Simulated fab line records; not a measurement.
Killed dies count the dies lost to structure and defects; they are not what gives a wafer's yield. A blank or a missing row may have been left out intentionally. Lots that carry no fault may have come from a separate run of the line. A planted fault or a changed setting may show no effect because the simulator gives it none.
fab line records ; flow n5Finfet
record: lots: 9; wafers: 26; lastDay: 17
route steps=1938 shown BEOL_M0_SAQP@673 BEOL_M4@1111
lots that met no fault: taken from a fault-free run of the same line
startH: hours from the record's first day to the start of the lot's first wafer shown ; waitH: hours since the lot's step before ; " the same as in the row above ; L1.1+2: one row covering several wafers at once ; - no value, or no start given ; * or withheld: withheld ; < > ~ a bound
route shown NAME@n: a module of which the file shows steps, and the number in the route of the first ; usual: mean/standard deviation taken from wafers without a fault ; same: alike in all rows ; chamber/n: place in a boat ; sites: the reading at each site ; _std_site: standard deviation across them ; _edge_site: inner sites' mean taken away from outer sites' mean ; radiusMm: for every site, how far away it sits from the centre of the wafer ; mask NAME#n: copy n ; behind: the last tool/chamber to shape the wafer ; hold: reason for holding the lot/hours on hold/outcome of the hold ; device: transistor that didn't switch, given as n, p or np ; end of line: at the end of the route, the tests of the same wafers ; for a step that has no rows: nothing shown but its recipe ; killed: dies that structure and defects cost at the first sort, which is not the same as the wafer's yield ; map: shows each die of a wafer: x if killed, . if not, _ if none is there
set.NAME: the setting the step ran with; set.NAME@STEP: the setting that earlier step ran with ; model.NAME: the simulator's own value behind a step, which no gauge read
the route's steps for a sample of lots (tables are steps, rows are wafers)
services: a tool's chamber out of use, with start hour (startH, from the record's first day; less than 0 if before it), hours out, and reason
== steps ==
step: N5_BEOL_M0_SAQP_ETCH_107
recipe: chemistry: CH3F/O2; target: SiNx; targetDepthA: 300; maskMaterial: SOC; pressureMtorr: 30; sourceW: 395; biasW: 73; Ar_flow_sccm: 150; CH3F_flow_sccm: 30; O2_flow_sccm: 20; ionEnergyEv: 120
usual: O2_flow_sccm: 20.01/0.06; drypumpMotorCurrentA: 5.93/0.29; oesProductAu: 0.77/0.079; rfVppV: 297/10; showerheadPlenumPTorr: 2.01/0.053; throttleValvePct: 16.32/0.23
lot.wafer;tool;chamber;startH;waitH;O2_flow_sccm;drypumpMotorCurrentA;oesProductAu;rfHoursCounterH;rfVppV;showerheadPlenumPTorr;throttleValvePct
L650.2;rieDiel-02;0;117.80;0.0;19.94;5.48;0.69;250;306;1.96;16.42
L650.4;rieDiel-02;1;117.80;0.0;20.03;5.99;0.88;41;306;2.11;16.01
L650.6;rieDiel-02;1;117.80;0.0;20.05;5.98;0.87;-;306;2.11;16.02
L651.2;rieDiel-06;1;122.97;0.0;20.07;6.50;0.88;39;310;2.06;16.08
L651.5;rieDiel-06;1;122.97;0.0;20.09;6.48;0.87;-;308;2.06;16.08
L651.6;rieDiel-06;2;122.97;0.0;20.04;6.01;0.73;-;296;1.96;16.29
L653.1;rieDiel-03;2;133.62;0.0;19.99;6.04;0.82;72;275;2.03;16.33
L653.2;rieDiel-03;0;133.62;0.0;19.98;5.77;0.78;153;298;1.92;16.42
L653.6;rieDiel-03;1;133.62;0.0;19.95;5.46;0.71;-;310;1.99;16.75
L654.4;rieDiel-06;0;142.15;0.0;20.04;5.79;0.74;162;298;2.07;16.38
L654.5;rieDiel-06;2;142.15;0.0;20.00;6.02;0.73;-;294;1.96;16.30
L655.1;rieDiel-02;0;142.77;0.0;19.95;5.46;0.95;4;304;1.96;16.02
L655.3;rieDiel-02;2;142.77;0.0;20.03;5.99;0.75;153;286;2.02;16.21
L655.5;rieDiel-02;0;142.77;0.0;19.92;5.47;0.94;-;305;1.96;16.04
L656.2;rieDiel-06;3;154.60;0.0;20.04;5.79;0.69;207;290;1.99;16.72
L656.4;rieDiel-06;1;154.60;0.0;20.07;6.48;0.87;47;308;2.06;16.11
L656.6;rieDiel-06;0;154.60;0.0;20.02;5.80;0.74;-;299;2.07;16.37
L661.1;rieDiel-06;1;184.54;0.0;19.96;6.49;0.84;56;310;2.05;16.12
L661.2;rieDiel-06;0;184.54;0.0;20.04;5.80;0.71;174;298;2.07;16.41
L661.5;rieDiel-06;1;184.54;0.0;20.02;6.50;0.85;-;310;2.05;16.12
L671.3;rieDiel-02;1;243.08;0.0;20.03;5.98;0.82;83;307;2.10;16.11
L671.5;rieDiel-02;1;243.08;0.0;20.04;5.97;0.81;-;306;2.10;16.11
L671.6;rieDiel-02;0;243.08;0.0;20.07;5.53;0.87;-;305;1.95;16.08
L672.1;rieDiel-03;3;248.18;0.0;20.08;5.81;0.69;245;303;2.03;16.26
L672.2;rieDiel-03;1;248.18;0.0;19.98;5.49;0.68;226;307;1.98;16.80
L672.6;rieDiel-03;1;248.18;0.0;20.10;5.48;0.68;-;307;1.98;16.81
step: N5_BEOL_M0_SAQP_STRIP_108
recipe: chemistry: N2/H2; powerW: 500; tempC: 40; pressureMtorr: 50; rfFrequencyHz: 6e+07; overashFraction: 0.3; biasPowerW: 28; h2Frac: 0.5; n2FlowSccm: 300; h2FlowSccm: 300
usual: drypumpMotorCurrentA: 5.95/0.29; h2FlowSccm: 300.0/0.88; oesProductAu: 0.77/0.083; rfVppV: 122.1/0.99; showerheadPlenumPTorr: 3.38/0.096; throttleValvePct: 18.7/0.35
lot.wafer;tool;chamber;startH;waitH;drypumpMotorCurrentA;h2FlowSccm;oesProductAu;rfHoursCounterH;rfVppV;showerheadPlenumPTorr;throttleValvePct
L650.2;rieDiel-02;0;117.84;0.0;5.51;299.4;0.70;250;123.3;3.29;19.0
L650.4;rieDiel-02;1;117.84;0.0;5.98;300.3;0.87;41;123.1;3.55;18.2
L650.6;rieDiel-02;1;117.84;0.0;5.99;299.6;0.86;-;123.8;3.54;18.2
L651.2;rieDiel-06;1;123.01;0.0;6.51;299.9;0.89;39;122.1;3.39;18.5
L651.5;rieDiel-06;1;123.01;0.0;6.48;300.1;0.90;-;120.2;3.39;18.5
L651.6;rieDiel-06;2;123.01;0.0;6.05;297.9;0.71;-;122.0;3.30;18.1
L653.1;rieDiel-03;2;133.66;0.0;6.07;299.0;0.82;72;122.5;3.42;19.1
L653.2;rieDiel-03;0;133.66;0.0;5.73;300.4;0.76;153;121.3;3.21;18.7
L653.6;rieDiel-03;1;133.66;0.0;5.47;300.6;0.70;-;121.6;3.33;19.1
L654.4;rieDiel-06;0;142.19;0.0;5.79;299.8;0.72;162;122.3;3.53;19.0
L654.5;rieDiel-06;2;142.19;0.0;6.05;300.1;0.71;-;122.9;3.29;18.2
L655.1;rieDiel-02;0;142.81;0.0;5.53;299.8;0.97;4;123.6;3.29;18.6
L655.3;rieDiel-02;2;142.81;0.0;5.98;300.8;0.74;153;121.4;3.36;19.0
L655.5;rieDiel-02;0;142.81;0.0;5.52;299.9;0.96;-;120.9;3.29;18.6
L656.2;rieDiel-06;3;154.64;0.0;5.79;299.6;0.71;207;122.2;3.33;18.9
L656.4;rieDiel-06;1;154.64;0.0;6.53;299.3;0.87;47;123.1;3.39;18.5
L656.6;rieDiel-06;0;154.64;0.0;5.82;301.6;0.72;-;122.5;3.53;19.0
L661.1;rieDiel-06;1;184.58;0.0;6.56;300.7;0.86;56;122.9;3.38;18.5
L661.2;rieDiel-06;0;184.58;0.0;5.80;299.7;0.70;174;122.3;3.53;19.1
L661.5;rieDiel-06;1;184.58;0.0;6.54;301.1;0.86;-;122.3;3.38;18.5
L671.3;rieDiel-02;1;243.12;0.0;5.97;299.7;0.80;83;123.5;3.52;18.3
L671.5;rieDiel-02;1;243.12;0.0;5.99;298.9;0.80;-;122.1;3.52;18.3
L671.6;rieDiel-02;0;243.12;0.0;5.52;299.7;0.89;-;121.0;3.27;18.7
L672.1;rieDiel-03;3;248.22;0.0;5.86;299.5;0.69;245;122.0;3.45;18.8
L672.2;rieDiel-03;1;248.22;0.0;5.50;299.9;0.69;226;120.8;3.31;19.1
L672.6;rieDiel-03;1;248.22;0.0;5.46;300.4;0.68;-;121.2;3.31;19.1
step: N5_BEOL_M0_SAQP_SPACER2_ETCHBACK_27
recipe: chemistry: CHF3/O2; mode: anisotropicEtchback; target: SiO2; targetDepthA: 225; timeS: 11.25; pressureMtorr: 30; sourceW: 650; biasW: 170; Ar_flow_sccm: 200; CHF3_flow_sccm: 50; O2_flow_sccm: 5; ionEnergyEv: 200
usual: O2_flow_sccm: 5.000/0.015; drypumpMotorCurrentA: 5.90/0.27; oesProductAu: 0.76/0.075; rfVppV: 522/20; showerheadPlenumPTorr: 2.42/0.06; throttleValvePct: 18.88/0.22
same: timeS: 11.25
lot.wafer;tool;chamber;startH;waitH;O2_flow_sccm;drypumpMotorCurrentA;oesProductAu;rfHoursCounterH;rfVppV;showerheadPlenumPTorr;throttleValvePct
L650.2;rieDiel-02;1;118.81;0.5;5.019;5.99;0.87;41;541;2.55;18.63
L650.4;rieDiel-02;3;118.81;0.5;5.000;6.14;0.67;247;488;2.38;18.92
L650.6;rieDiel-02;3;118.81;0.5;5.009;6.12;0.67;-;489;2.38;18.91
L651.2;rieDiel-02;2;123.76;0.3;5.013;5.97;0.77;145;503;2.43;18.70
L651.5;rieDiel-02;1;123.76;0.3;4.985;5.98;0.87;-;540;2.55;18.61
L651.6;rieDiel-02;2;123.76;0.3;4.992;5.93;0.76;-;502;2.43;18.72
L653.1;rieDiel-03;3;134.41;0.3;4.998;5.81;0.72;211;533;2.46;18.72
L653.2;rieDiel-03;1;134.41;0.3;5.006;5.49;0.72;193;544;2.41;19.31
L653.6;rieDiel-03;2;134.41;0.3;5.001;6.05;0.83;-;484;2.44;18.84
L654.4;rieDiel-02;2;142.98;0.1;5.007;5.96;0.76;-;501;2.43;18.73
L654.5;rieDiel-02;1;142.98;0.1;5.005;5.99;0.86;-;540;2.55;18.65
L655.1;rieDiel-03;1;143.60;0.3;5.009;5.45;0.71;195;544;2.40;19.32
L655.3;rieDiel-03;2;143.60;0.3;4.985;6.05;0.82;75;484;2.44;18.84
L655.5;rieDiel-03;2;143.60;0.3;4.996;6.06;0.83;-;485;2.44;18.84
L656.2;rieDiel-06;1;155.47;0.4;4.993;6.51;0.86;48;546;2.47;18.65
L656.4;rieDiel-06;0;155.47;0.4;5.023;5.81;0.73;166;524;2.49;18.89
L656.6;rieDiel-06;3;155.47;0.4;5.000;5.79;0.70;-;514;2.40;19.23
L661.1;rieDiel-02;1;186.36;0.5;5.035;5.97;0.84;65;541;2.54;18.67
L661.2;rieDiel-02;3;186.36;0.5;5.014;6.14;0.92;12;487;2.38;18.64
L661.5;rieDiel-02;1;186.36;0.5;5.036;5.96;0.84;-;543;2.54;18.69
L671.3;rieDiel-06;2;243.87;0.3;4.994;6.02;0.71;217;516;2.35;18.84
L671.5;rieDiel-06;3;243.87;0.3;4.999;5.77;0.67;-;512;2.39;19.28
L671.6;rieDiel-06;0;243.87;0.3;5.009;5.78;0.71;-;524;2.48;18.93
L672.1;rieDiel-06;2;249.04;0.3;5.003;6.05;0.71;218;516;2.35;18.86
L672.2;rieDiel-06;1;249.04;0.3;5.014;6.49;0.83;75;544;2.46;18.68
L672.6;rieDiel-06;0;249.04;0.3;5.006;5.78;0.71;-;525;2.48;18.95
step: N5_BEOL_M0_SAQP_ALD_48
recipe: material: SiO2; targetThkA: 200; tempC: 100; aldPrecursorFamily: BDEAS; aldCoReactant: O2-plasma; pulseTimeS: 1; coReactantPulseTimeS: 1; purgeTimeS: 2; coReactantPurgeTimeS: 2; aldCycles: 139; pressureTorr: 2
usual: aldCycles: 139/0; heaterPowerW: 76/6.6; precursorPulseHeightRel: 1.000/0.019
lot.wafer;tool;chamber;startH;waitH;aldCycles;heaterPowerW;precursorPulseHeightRel
L650.2;aldSin-01;2;120.09;0.3;139;84;0.978
L650.4;aldSin-01;1;120.09;0.3;139;70;0.973
L650.6;aldSin-01;2;120.09;0.3;139;84;0.996
L651.2;aldSin-01;3;124.94;0.2;139;68;0.998
L651.5;aldSin-01;0;124.94;0.2;139;86;0.962
L651.6;aldSin-01;1;124.94;0.2;139;68;1.004
L653.1;aldSin-02;1;135.45;0.0;139;75;0.948
L653.2;aldSin-02;3;135.45;0.0;139;65;0.992
L653.6;aldSin-02;2;135.45;0.0;139;81;0.992
L654.4;aldSin-03;1;144.13;0.2;139;79;1.025
L654.5;aldSin-03;1;144.13;0.2;139;78;1.014
L655.1;aldSin-03;3;144.63;0.1;139;77;1.025
L655.3;aldSin-03;2;144.63;0.1;139;72;0.992
L655.5;aldSin-03;2;144.63;0.1;139;74;0.989
L656.2;aldSin-01;2;156.50;0.0;139;83;0.964
L656.4;aldSin-01;0;156.50;0.0;139;86;0.995
L656.6;aldSin-01;2;156.50;0.0;139;84;1.037
L661.1;aldSin-03;2;187.28;0.0;139;72;0.989
L661.2;aldSin-03;0;187.28;0.0;84;81;0.983
L661.5;aldSin-03;0;187.28;0.0;84;80;1.020
L671.3;aldSin-02;0;244.91;0.0;139;67;1.004
L671.5;aldSin-02;1;244.91;0.0;139;74;1.037
L671.6;aldSin-02;2;244.91;0.0;139;80;1.007
L672.1;aldSin-01;2;250.99;1.1;139;81;0.988
L672.2;aldSin-01;3;250.99;1.1;139;72;0.982
L672.6;aldSin-01;2;250.99;1.1;139;81;1.003
step: N5_BEOL_M4_RC_MEAS_101
usual: DIBL_N: 36.8/2.2; DIBL_P: 37.1/2.8; IOFF_N: 0.17/0.04; IOFF_P: 0.22/0.049; ION_N: 672/16; ION_P: 460/9.2; SS_N: 71.6/0.69; SS_P: 73.5/0.78; VT_N: 249/3.6; VT_P: -250/3.9
lot.wafer;tool;chamber;startH;waitH;DIBL_N[mV/V];DIBL_P[mV/V];IOFF_N[nA/um];IOFF_P[nA/um];ION_N[uA/um];ION_P[uA/um];SS_N[mV/dec];SS_P[mV/dec];VT_N[mV];VT_P[mV]
L650.2;prober-02;0;166.00;0.2;33.5;34.2;0.13;0.17;640;445;71.0;72.6;253;-250
L650.4;prober-02;0;166.00;0.2;36.9;39.3;0.18;0.26;683;475;71.3;73.9;251;-248
L650.6;prober-02;0;166.00;0.2;35.6;37.0;0.17;0.23;674;460;71.7;73.7;250;-248
L651.2;prober-02;0;177.80;0.2;35.8;33.7;0.13;0.16;652;444;71.7;73.2;256;-257
L651.5;prober-02;0;177.80;0.2;37.0;36.1;0.14;0.19;650;448;72.7;73.2;258;-255
L651.6;prober-02;0;177.80;0.2;36.4;35.2;0.14;0.18;658;447;72.3;72.8;253;-256
L653.1;prober-01;0;179.49;0.0;38.7;39.2;0.19;0.25;684;468;71.9;74.3;246;-246
L653.2;prober-01;0;179.49;0.0;37.9;38.7;0.18;0.24;680;468;72.0;73.4;245;-248
L653.6;prober-01;0;179.49;0.0;39.3;41.2;0.21;0.31;684;468;72.5;74.8;245;-247
L655.1;prober-02;0;186.90;0.0;30.5;28.5;0.08;0.11;647;444;70.0;72.0;257;-259
L655.3;prober-02;0;186.90;0.0;38.6;40.2;0.21;0.25;664;456;72.3;74.9;248;-253
L655.5;prober-02;0;186.90;0.0;37.9;38.6;0.20;0.22;683;463;72.4;74.4;248;-251
L654.4;prober-02;0;197.07;0.5;36.1;34.9;0.16;0.19;670;455;70.3;73.5;245;-252
L654.5;prober-02;0;197.07;0.5;37.4;35.9;0.16;0.20;672;454;71.9;73.1;251;-250
L656.2;prober-02;0;207.81;0.2;39.7;40.3;0.22;0.27;696;471;72.1;74.9;244;-250
L656.4;prober-02;0;207.81;0.2;41.1;40.2;0.22;0.25;664;456;71.5;73.9;246;-250
L656.6;prober-02;0;207.81;0.2;41.0;41.1;0.23;0.27;691;469;72.2;74.3;244;-247
L661.1;prober-02;0;235.41;0.0;36.0;35.3;0.16;0.18;662;443;71.3;72.8;249;-253
L661.2;prober-02;0;235.41;0.0;38.7;39.5;0.22;0.26;697;474;72.4;75.4;243;-246
L661.5;prober-02;0;235.41;0.0;38.1;38.7;0.21;0.25;681;458;71.9;74.5;244;-249
L671.3;prober-02;0;303.15;0.3;34.2;34.1;0.13;0.16;643;441;72.1;72.9;254;-256
L671.5;prober-02;0;303.15;0.3;34.4;35.3;0.13;0.18;671;459;71.4;73.7;253;-255
L671.6;prober-02;0;303.15;0.3;36.8;37.6;0.17;0.21;685;456;72.5;74.1;248;-252
L672.1;prober-01;0;304.53;0.0;37.5;38.1;0.20;0.27;678;460;72.5;73.3;244;-244
L672.2;prober-01;0;304.53;0.0;37.0;37.6;0.18;0.27;678;468;71.6;73.6;248;-244
L672.6;prober-01;0;304.53;0.0;37.4;38.8;0.21;0.29;691;465;72.0;72.6;245;-242
== services ==
tool;chamber;startH;hours;kind
rieDiel-02;0;119.54;-;clean
rieDiel-02;0;119.54;-;consumableReplace:focusRing
rieDiel-02;0;119.54;13.2;scheduledDown
rieDiel-02;0;119.54;13.2;ventCycle
aldSin-03;0;126.03;3.6;repair
aldSin-01;1;129.96;14.0;repair
rieDiel-02;3;133.06;-;clean
rieDiel-02;3;133.06;-;consumableReplace:focusRing
rieDiel-02;3;133.06;21.0;scheduledDown
rieDiel-02;3;133.06;21.0;ventCycle
aldSin-02;1;152.20;10.6;repair
aldSin-01;-;176.92;14.0;pm
aldSin-01;0;176.92;14.0;ventCycle
aldSin-01;1;176.92;14.0;ventCycle
aldSin-01;2;176.92;14.0;ventCycle
aldSin-03;1;186.99;105.9;repair
aldSin-01;-;214.57;0.5;repair
aldSin-02;2;215.11;8.9;repair
aldSin-01;-;218.36;6.1;pm
rieDiel-03;-;220.73;0.9;repair
aldSin-03;-;224.98;0.7;repair
rieDiel-02;3;229.20;1.3;repair
aldSin-02;3;233.26;14.0;repair
rieDiel-03;0;237.94;16.9;repair
== key ==
firstSign: step: N5_BEOL_M0_SAQP_ALD_48; reading: aldCycles; direction: down; sigmas: 99+; usual: *; struck: *
effect none on later readings
metAt N5_BEOL_M0_SAQP_ALD_48
struckLots L661
struckWafers L661.2,L661.5
notActingAt N5_BEOL_M0_SAQP_ETCH_107,N5_BEOL_M0_SAQP_STRIP_108,N5_BEOL_M0_SAQP_SPACER2_ETCHBACK_27
onsetBetween 144.63 187.28
fault: kind: processParameterDrift; tool: aldSin-03; chamber: -; onsetH: 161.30; steps: N5_BEOL_M0_SAQP_ALD_48; channel: aldCycles; offset: *; shape: step; endH: 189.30; scope: struckWafersOnly; actsIn: *; stated: *
